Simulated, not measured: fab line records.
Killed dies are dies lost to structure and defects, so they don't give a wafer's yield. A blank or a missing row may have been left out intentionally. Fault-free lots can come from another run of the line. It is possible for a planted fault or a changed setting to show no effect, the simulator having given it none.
Which tool is to blame? | flow nand harc | at 1 step of a route of 1302, 11 lots with 33 wafers sampled

== WHAT EACH GAUGE READ, for each wafer ==
NHARC_A_M1_OVL_MEAS_10: pitch 240 nm.
lot  | measured     | on         | overlay x nm (nm)
L074 | day 23 21:26 | overlay-02 | -1.5 -0.4 -1.2
L076 | day 24 09:44 | overlay-01 | 0.1 0.0 0.0
L079 | day 25 05:46 | overlay-02 | 0.6 0.7 0.5
L080 | day 25 15:10 | overlay-02 | 0.0 0.1 -0.4
L083 | day 27 09:40 | overlay-02 | -1.1 -1.2 -1.2
L085 | day 27 16:16 | overlay-01 | -0.2 -0.4 -0.4
L087 | day 28 02:18 | overlay-02 | 1.4 1.0 1.8
L088 | day 28 23:42 | overlay-01 | -0.9 -0.1 -0.9
L092 | day 30 18:07 | overlay-02 | -0.2 0.4 0.4
L094 | day 31 02:53 | overlay-01 | 1.3 1.5 1.4
L097 | day 32 15:09 | overlay-02 | -1.3 -0.8 -1.0

== WHAT TOOL EACH LOT RAN ON (gives the tool, then ch and the chambers of the sampled wafers, and finally the start) ==
The record holds no process step before these readings.

== THE ANSWER, worked out from the rows above alone ==
Rule: the lots themselves supply what counts as usual. Put in order of their means at a reading, lots are off if they are a third of the lots or fewer, leave a main group of 4 or more, and stand apart from it by a gap of 3 or more times the standard deviation of the main group's means; of several such gaps the widest counts. If all means in a main group match to the digits the tables above print for the reading, that group is not used. Also off: a lot with no number at a reading for which 4 or more lots have one. All remaining lots with rows at the step are treated as sound.
No lot is off on any of the readings shown, so nothing can be concluded from this.

== WHAT THE SIMULATOR PUT IN ==
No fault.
